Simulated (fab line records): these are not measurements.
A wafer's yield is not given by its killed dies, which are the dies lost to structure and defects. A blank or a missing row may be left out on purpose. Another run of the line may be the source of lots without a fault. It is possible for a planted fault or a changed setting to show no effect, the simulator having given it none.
fab line records -- flow n5-finfet
record: lots: 15, wafers: 45, last-day: 15
route steps=1938 shown BEOL_M0_SAQP@689 BEOL_M0_CUTY@706
lots untouched by any fault: they come from a run of this same line in which no faults occurred
start-h: hours from the record's first day to the start of the lot's first wafer shown -- wait-h: hours from the lot's prior step to this one -- " as in the row above -- L1.1+2: several wafers, shown together as one row -- - no value, or no start was given -- * or withheld: withheld -- < > ~ a bound
route shown NAME@n: a module of which the file shows steps, and the number in the route of the first -- usual: average and standard deviation across the fault-free wafers -- same: alike in all rows -- chamber/n: place in a boat -- sites: readings site by site -- _std_site: the standard deviation of these -- _edge_site: mean of outer sites minus mean of inner sites -- radius-mm: for every site, how far away it sits from the centre of the wafer -- mask NAME#n: copy n -- behind: tool/chamber where the wafer was last shaped -- hold: why the lot was held/for how many hours/how that ended -- device: whichever transistor did not switch (one of n, p or np) -- end of line: tests run on the same wafers once the route is complete -- a step given without rows: its recipe and nothing more -- killed: at the first sort, the dies lost to defects and structure; wafer yield is something else -- map: per-die view of a wafer (x killed, . not killed, _ where there is no die)
set.NAME: the setting the step ran with; set.NAME@STEP: the setting that earlier step ran with -- model.NAME: the simulator's own value behind a step, which no gauge read
a sample of lots followed through the steps of the route, with each step as a table and each wafer as a row
services: the hour from which a tool's chamber was out of use, counted from the record's first day as start-h (under 0 if before that day), plus the number of hours and why
== steps ==
step: N5_BEOL_M0_SAQP_CD_MEAS_40
recipe: target-cd-nm: 30, landing-energy-ev: 500, detector: se-inlens
usual: cd-nm: 30.09/0.26
lot.wafer,tool,chamber,start-h,wait-h,cd-nm
L225.1,cd-sem-02,0,117.08,-,29.93
L225.3,cd-sem-02,0,117.08,-,30.13
L225.5,cd-sem-02,0,117.08,-,30.18
L226.2,cd-sem-02,0,117.94,-,30.12
L226.4,cd-sem-02,0,117.94,-,30.40
L226.5,cd-sem-02,0,117.94,-,30.17
L227.1,cd-sem-03,0,124.87,-,30.38
L227.2,cd-sem-03,0,124.87,-,30.20
L227.3,cd-sem-03,0,124.87,-,30.31
L228.1,cd-sem-02,0,127.84,-,30.34
L228.2,cd-sem-02,0,127.84,-,30.44
L228.4,cd-sem-02,0,127.84,-,30.21
L229.1,cd-sem-03,0,140.02,-,30.21
L229.5,cd-sem-03,0,140.02,-,29.87
L229.6,cd-sem-03,0,140.02,-,30.44
L230.2,cd-sem-02,0,143.33,-,30.08
L230.3,cd-sem-02,0,143.33,-,30.06
L230.5,cd-sem-02,0,143.33,-,30.18
L231.2,cd-sem-02,0,147.98,-,30.35
L231.3,cd-sem-02,0,147.98,-,30.28
L231.6,cd-sem-02,0,147.98,-,29.99
L232.1,cd-sem-01,0,155.06,-,30.17
L232.3,cd-sem-01,0,155.06,-,30.20
L232.6,cd-sem-01,0,155.06,-,30.22
L233.1,cd-sem-03,0,159.92,-,30.24
L233.3,cd-sem-03,0,159.92,-,30.41
L233.6,cd-sem-03,0,159.92,-,30.06
L235.1,cd-sem-02,0,168.68,-,29.88
L235.5,cd-sem-02,0,168.68,-,29.69
L235.6,cd-sem-02,0,168.68,-,30.10
L239.1,cd-sem-02,0,194.67,-,30.22
L239.2,cd-sem-02,0,194.67,-,30.25
L239.4,cd-sem-02,0,194.67,-,30.11
L241.1,cd-sem-02,0,205.75,-,29.98
L241.4,cd-sem-02,0,205.75,-,30.14
L241.6,cd-sem-02,0,205.75,-,29.99
L243.1,cd-sem-03,0,220.85,-,30.44
L243.2,cd-sem-03,0,220.85,-,30.54
L243.4,cd-sem-03,0,220.85,-,30.20
L244.1,cd-sem-03,0,226.83,-,30.18
L244.4,cd-sem-03,0,226.83,-,29.98
L244.5,cd-sem-03,0,226.83,-,30.38
L245.4,cd-sem-03,0,230.50,-,29.99
L245.5,cd-sem-03,0,230.50,-,30.17
L245.6,cd-sem-03,0,230.50,-,29.91
step: N5_BEOL_M0_SAQP_DESCUM_45
recipe: chemistry: O2, time-s: 7, source-power-w: 50, bias-power-w: 20, pressure-mtorr: 20, rf-frequency-hz: 2.712e+07, temp-c: 40, resist: CAR-EUV, o2-flow-sccm: 225
usual: drypump-motor-current-A: 5.8/0.34, oes-product-au: 0.78/0.082, rf-vpp-V: 243.5/1.5, showerhead-plenum-p-Torr: 2.11/0.08, throttle-valve-pct: 20.44/0.22
lot.wafer,tool,chamber,start-h,wait-h,drypump-motor-current-A,oes-product-au,rf-hours-counter-h,rf-vpp-V,showerhead-plenum-p-Torr,throttle-valve-pct
L225.1,rie-diel-02,0,117.21,0.0,5.7,0.73,200,241.1,1.99,20.24
L225.3,rie-diel-02,2,117.21,0.0,5.9,0.86,55,241.3,2.05,20.19
L225.5,rie-diel-02,0,117.21,0.0,5.6,0.72,-,242.6,1.99,20.25
L226.2,rie-diel-01,2,118.06,0.0,5.7,0.76,171,245.9,2.17,20.41
L226.4,rie-diel-01,3,118.06,0.0,6.2,0.85,40,244.8,2.21,20.33
L226.5,rie-diel-01,0,118.06,0.0,5.1,0.92,-,242.7,2.03,20.24
L227.1,rie-diel-02,0,124.99,0.0,5.7,0.72,202,241.9,1.99,20.26
L227.2,rie-diel-02,3,124.99,0.0,5.5,0.68,227,243.4,2.16,20.66
L227.3,rie-diel-02,2,124.99,0.0,6.0,0.85,57,243.1,2.05,20.21
L228.1,rie-diel-02,2,127.97,0.0,5.9,0.85,58,242.9,2.05,20.21
L228.2,rie-diel-02,0,127.97,0.0,5.6,0.72,203,240.8,1.99,20.26
L228.4,rie-diel-02,0,127.97,0.0,5.6,0.72,-,243.3,1.99,20.27
L229.1,rie-diel-02,2,140.16,0.0,5.9,0.84,62,241.6,2.04,20.20
L229.5,rie-diel-02,3,140.16,0.0,5.6,0.68,-,243.3,2.16,20.66
L229.6,rie-diel-02,2,140.16,0.0,5.9,0.85,-,241.1,2.04,20.21
L230.2,rie-diel-02,1,143.45,0.0,6.4,0.96,9,241.7,2.04,20.08
L230.3,rie-diel-02,2,143.45,0.0,5.9,0.85,63,241.2,2.04,20.21
L230.5,rie-diel-02,3,143.45,0.0,5.6,0.69,-,242.0,2.16,20.65
L231.2,rie-diel-01,2,148.17,0.1,5.7,0.75,180,245.2,2.17,20.43
L231.3,rie-diel-01,0,148.17,0.1,5.1,0.91,25,242.5,2.03,20.23
L231.6,rie-diel-01,3,148.17,0.1,6.2,0.85,-,246.0,2.21,20.33
L232.1,rie-diel-02,0,155.19,0.0,5.6,0.71,212,241.1,1.99,20.28
L232.3,rie-diel-02,1,155.19,0.0,6.3,0.96,12,242.3,2.04,20.08
L232.6,rie-diel-02,3,155.19,0.0,5.6,0.68,-,244.5,2.16,20.67
L233.1,rie-diel-01,3,160.19,0.2,6.2,0.85,51,246.0,2.21,20.34
L233.3,rie-diel-01,1,160.19,0.2,5.9,0.69,236,242.3,2.06,21.01
L233.6,rie-diel-01,2,160.19,0.2,5.6,0.75,-,244.3,2.17,20.41
L235.1,rie-diel-02,2,169.01,0.2,5.9,0.84,70,242.7,2.04,20.22
L235.5,rie-diel-02,0,169.01,0.2,5.6,0.71,-,241.5,1.99,20.27
L235.6,rie-diel-02,3,169.01,0.2,5.6,0.69,-,244.8,2.15,20.68
L239.1,rie-diel-06,2,194.80,0.0,5.9,0.79,105,245.5,2.19,20.45
L239.2,rie-diel-06,3,194.80,0.0,6.4,0.72,209,246.6,2.18,20.72
L239.4,rie-diel-06,0,194.80,0.0,5.6,0.75,180,243.6,2.09,20.54
L241.1,rie-diel-02,1,205.88,0.0,6.4,0.92,28,241.6,2.03,20.09
L241.4,rie-diel-02,2,205.88,0.0,5.9,0.83,-,243.4,2.04,20.26
L241.6,rie-diel-02,1,205.88,0.0,6.4,0.92,-,241.7,2.03,20.10
L243.1,rie-diel-02,2,220.97,0.0,5.9,0.82,87,243.6,2.04,20.27
L243.2,rie-diel-02,3,220.97,0.0,5.5,0.96,3,243.4,2.15,20.38
L243.4,rie-diel-02,1,220.97,0.0,6.4,0.91,33,243.1,2.03,20.11
L244.1,rie-diel-02,1,227.02,0.1,6.4,0.90,35,244.8,2.03,20.13
L244.4,rie-diel-02,2,227.02,0.1,5.9,0.82,89,241.4,2.04,20.24
L244.5,rie-diel-02,2,227.02,0.1,5.9,0.81,-,242.2,2.04,20.26
L245.4,rie-diel-01,2,230.63,0.0,5.6,0.73,-,244.7,2.16,20.45
L245.5,rie-diel-01,3,230.63,0.0,6.2,0.81,-,244.8,2.20,20.36
L245.6,rie-diel-01,0,230.63,0.0,5.1,0.87,-,241.5,2.02,20.29
step: N5_BEOL_M0_CUTY_PEB_55
recipe: peb-temp-c: 110, peb-time-s: 60, resist: CAR-ArF-block
usual: chill-plate-temp-C: 23.01/0.11, exhaust-pa: 44.8/0.81, resist-line-temp-C: 22.99/0.1
lot.wafer,tool,chamber,start-h,wait-h,chill-plate-temp-C,exhaust-pa,resist-line-temp-C
L225.1,litho-track-04,0,118.50,0.1,23.04,45.6,22.91
L225.3,litho-track-04,0,118.50,0.1,23.00,44.2,23.00
L225.5,litho-track-04,0,118.50,0.1,22.98,45.8,22.88
L226.2,litho-track-04,0,119.29,0.0,22.95,45.2,22.88
L226.4,litho-track-04,0,119.29,0.0,22.94,44.4,22.93
L226.5,litho-track-04,0,119.29,0.0,23.01,44.4,22.94
L227.1,litho-track-05,0,126.25,0.1,23.08,44.2,23.03
L227.2,litho-track-05,0,126.25,0.1,23.13,46.6,23.02
L227.3,litho-track-05,0,126.25,0.1,23.11,45.3,23.02
L228.1,litho-track-04,0,129.33,0.1,23.01,44.1,23.10
L228.2,litho-track-04,0,129.33,0.1,22.88,44.4,23.14
L228.4,litho-track-04,0,129.33,0.1,23.04,45.5,23.22
L229.1,litho-track-04,0,141.43,0.1,22.94,43.6,23.00
L229.5,litho-track-04,0,141.43,0.1,23.06,44.6,22.94
L229.6,litho-track-04,0,141.43,0.1,23.07,44.9,23.08
L230.2,litho-track-03,0,144.87,0.0,22.93,45.8,23.05
L230.3,litho-track-03,0,144.87,0.0,22.97,46.2,22.89
L230.5,litho-track-03,0,144.87,0.0,23.11,44.9,22.92
L231.2,litho-track-03,0,150.40,0.0,22.90,43.5,22.97
L231.3,litho-track-03,0,150.40,0.0,23.18,44.8,22.92
L231.6,litho-track-03,0,150.40,0.0,22.98,44.7,22.99
L232.1,litho-track-03,0,156.55,0.1,23.16,44.7,22.86
L232.3,litho-track-03,0,156.55,0.1,23.04,44.2,22.85
L232.6,litho-track-03,0,156.55,0.1,22.94,44.7,22.96
L233.1,litho-track-03,0,161.42,0.1,22.98,43.9,23.05
L233.3,litho-track-03,0,161.42,0.1,22.94,44.3,22.94
L233.6,litho-track-03,0,161.42,0.1,23.04,44.3,22.82
L235.1,litho-track-04,0,170.25,0.1,22.92,45.9,23.00
L235.5,litho-track-04,0,170.25,0.1,22.79,43.9,22.94
L235.6,litho-track-04,0,170.25,0.1,23.02,44.4,23.04
L239.1,litho-track-04,0,196.10,0.1,22.98,44.1,23.09
L239.2,litho-track-04,0,196.10,0.1,23.15,45.6,23.11
L239.4,litho-track-04,0,196.10,0.1,23.10,44.8,23.07
L241.1,litho-track-05,0,207.46,0.1,22.91,47.2,23.15
L241.4,litho-track-05,0,207.46,0.1,22.79,44.4,23.06
L241.6,litho-track-05,0,207.46,0.1,22.76,44.5,23.09
L243.1,litho-track-03,-,222.27,0.1,-,-,-
L243.2,litho-track-03,-,222.27,0.1,-,-,-
L243.4,litho-track-03,-,222.27,0.1,-,-,-
L244.1,litho-track-05,-,228.32,0.1,-,-,-
L244.4,litho-track-05,-,228.32,0.1,-,-,-
L244.5,litho-track-05,-,228.32,0.1,-,-,-
L245.4,litho-track-04,-,231.93,0.0,-,-,-
L245.5,litho-track-04,-,231.93,0.0,-,-,-
L245.6,litho-track-04,-,231.93,0.0,-,-,-
step: N5_BEOL_M0_CUTY_DESCUM_61
recipe: chemistry: O2, time-s: 7.9, source-power-w: 50, bias-power-w: 20, pressure-mtorr: 20, rf-frequency-hz: 2.712e+07, temp-c: 40, resist: CAR-ArF-block, o2-flow-sccm: 225
usual: drypump-motor-current-A: 5.9/0.42, oes-product-au: 0.81/0.099, rf-vpp-V: 243.2/1.5, showerhead-plenum-p-Torr: 2.11/0.078, throttle-valve-pct: 20.42/0.29
lot.wafer,tool,chamber,start-h,wait-h,drypump-motor-current-A,oes-product-au,rf-hours-counter-h,rf-vpp-V,showerhead-plenum-p-Torr,throttle-valve-pct
L225.1,rie-diel-04,1,118.65,0.0,6.4,0.94,11,244.7,2.24,20.61
L225.3,rie-diel-04,2,118.65,0.0,5.9,0.68,223,242.0,2.01,20.48
L225.5,rie-diel-04,2,118.65,0.0,5.9,0.68,-,241.7,2.01,20.49
L226.2,rie-diel-04,1,119.45,0.0,6.4,0.94,12,245.4,2.24,20.62
L226.4,rie-diel-04,1,119.45,0.0,6.4,0.94,-,245.2,2.24,20.62
L226.5,rie-diel-04,3,119.45,0.0,6.0,0.72,-,243.3,2.16,20.78
L227.1,rie-diel-05,1,126.46,0.1,5.8,0.98,1,242.3,2.06,20.35
L227.2,rie-diel-05,2,126.46,0.1,5.2,0.80,92,241.6,2.03,20.06
L227.3,rie-diel-05,3,126.46,0.1,5.6,0.72,179,245.0,2.17,20.50
L228.1,rie-diel-04,2,129.48,0.0,5.9,0.67,229,240.6,2.00,20.47
L228.2,rie-diel-04,3,129.48,0.0,6.0,0.72,207,243.8,2.16,20.80
L228.4,rie-diel-04,3,129.48,0.0,6.0,0.72,-,244.2,2.16,20.79
L229.1,rie-diel-05,1,141.59,0.0,5.8,0.95,6,241.3,2.06,20.36
L229.5,rie-diel-05,3,141.59,0.0,5.6,0.72,-,245.2,2.16,20.52
L229.6,rie-diel-05,0,141.59,0.0,5.4,0.87,-,243.6,2.11,19.72
L230.2,rie-diel-03,1,145.43,0.4,5.1,0.72,210,242.4,2.09,20.50
L230.3,rie-diel-03,2,145.43,0.4,6.6,0.88,39,243.2,2.05,20.22
L230.5,rie-diel-03,2,145.43,0.4,6.6,0.87,-,243.3,2.05,20.24
L231.2,rie-diel-03,0,150.56,0.0,5.8,0.89,30,242.1,2.04,20.34
L231.3,rie-diel-03,2,150.56,0.0,6.6,0.86,41,241.8,2.05,20.23
L231.6,rie-diel-03,2,150.56,0.0,6.6,0.87,-,243.0,2.05,20.23
L232.1,rie-diel-05,0,156.70,0.0,5.4,0.85,44,243.0,2.10,19.70
L232.3,rie-diel-05,3,156.70,0.0,5.6,0.72,189,244.8,2.16,20.51
L232.6,rie-diel-05,0,156.70,0.0,5.5,0.86,-,244.2,2.10,19.71
L233.1,rie-diel-05,1,161.79,0.2,5.8,0.93,13,241.4,2.06,20.36
L233.3,rie-diel-05,0,161.79,0.2,5.5,0.85,46,244.4,2.10,19.71
L233.6,rie-diel-05,3,161.79,0.2,5.6,0.72,-,243.7,2.16,20.52
L235.1,rie-diel-04,0,170.51,0.1,5.7,0.97,12,241.2,2.05,20.50
L235.5,rie-diel-04,3,170.51,0.1,6.0,0.71,-,244.4,2.16,20.81
L235.6,rie-diel-04,2,170.51,0.1,5.9,0.67,-,239.7,2.00,20.50
L239.1,rie-diel-04,3,196.26,0.0,5.9,0.69,229,245.0,2.15,20.83
L239.2,rie-diel-04,1,196.26,0.0,6.4,0.89,38,245.0,2.23,20.63
L239.4,rie-diel-04,3,196.26,0.0,5.9,0.69,-,244.4,2.15,20.81
L241.1,rie-diel-04,1,207.80,0.2,6.4,0.87,45,245.7,2.23,20.65
L241.4,rie-diel-04,3,207.80,0.2,6.0,0.69,-,243.6,2.15,20.83
L241.6,rie-diel-04,1,207.80,0.2,6.4,0.88,-,245.0,2.23,20.68
L243.1,rie-diel-03,0,222.42,0.0,5.8,0.86,54,242.7,2.03,20.36
L243.2,rie-diel-03,3,222.42,0.0,6.3,0.70,236,244.1,2.06,20.57
L243.4,rie-diel-03,2,222.42,0.0,6.6,0.85,67,242.6,2.04,20.24
L244.1,rie-diel-03,0,228.48,0.0,5.8,0.85,56,243.2,2.03,20.36
L244.4,rie-diel-03,2,228.48,0.0,6.6,0.84,69,242.7,2.04,20.29
L244.5,rie-diel-03,3,228.48,0.0,6.3,0.69,-,243.4,2.06,20.57
L245.4,rie-diel-04,1,232.17,0.1,6.4,0.87,54,245.0,2.23,20.69
L245.5,rie-diel-04,3,232.17,0.1,5.9,0.69,-,242.7,2.15,20.84
L245.6,rie-diel-04,2,232.17,0.1,5.9,0.96,-,243.4,2.26,20.07
== services ==
tool,chamber,start-h,hours,kind
rie-diel-04,0,96.43,3.4,repair
rie-diel-05,1,106.79,-,clean
rie-diel-02,1,111.75,17.4,repair
rie-diel-04,0,118.61,-,clean
rie-diel-04,0,118.61,-,consumable-replace:focus-ring
rie-diel-04,0,118.61,15.0,scheduled-down
rie-diel-04,0,118.61,15.0,vent-cycle
rie-diel-01,3,135.36,4.7,repair
rie-diel-01,0,137.90,2.9,repair
rie-diel-03,0,151.36,2.6,repair
rie-diel-02,1,157.42,4.3,repair
litho-track-03,-,160.39,-,consumable-replace:filter
rie-diel-04,3,172.52,3.1,repair
rie-diel-04,2,184.78,-,clean
rie-diel-04,2,184.78,-,consumable-replace:focus-ring
rie-diel-04,2,184.78,-,consumable-replace:showerhead
rie-diel-04,2,184.78,21.2,scheduled-down
rie-diel-04,2,184.78,21.2,vent-cycle
rie-diel-01,1,186.73,2.2,repair
rie-diel-02,3,191.24,-,clean
rie-diel-02,3,191.24,-,consumable-replace:focus-ring
rie-diel-02,3,191.24,21.9,scheduled-down
rie-diel-02,3,191.24,21.9,vent-cycle
rie-diel-01,3,210.45,5.0,repair
== key ==
first-sign: step: N5_BEOL_M0_CUTY_PEB_55, reading: tool-record, direction: missing
effect none on later readings
met-at N5_BEOL_M0_CUTY_PEB_55
struck-lots L243,L244,L245
later-rows-left-out L243.1,L243.2,L243.4,L244.1,L244.4,L244.5,L245.4,L245.5,L245.6
sort-left-out L243.1,L243.2,L243.4,L244.1,L244.4,L244.5,L245.4,L245.5,L245.6
not-acting-at N5_BEOL_M0_SAQP_CD_MEAS_40,N5_BEOL_M0_SAQP_DESCUM_45,N5_BEOL_M0_CUTY_DESCUM_61
onset-between 207.46 222.27
fault: kind: skipped-step-whole, tool: litho-track-03,litho-track-04,litho-track-05, chamber: -, onset-h: 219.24, steps: N5_BEOL_M0_CUTY_PEB_55, scope: struck-lots-only
sort-left-out: the simulated sort isn't trusted on such a fault, so these wafers' sort isn't shown, and their yield isn't known
later-rows-left-out: the simulator's readings of these wafers behind a module that went badly wrong aren't trusted and aren't shown, but for the sort
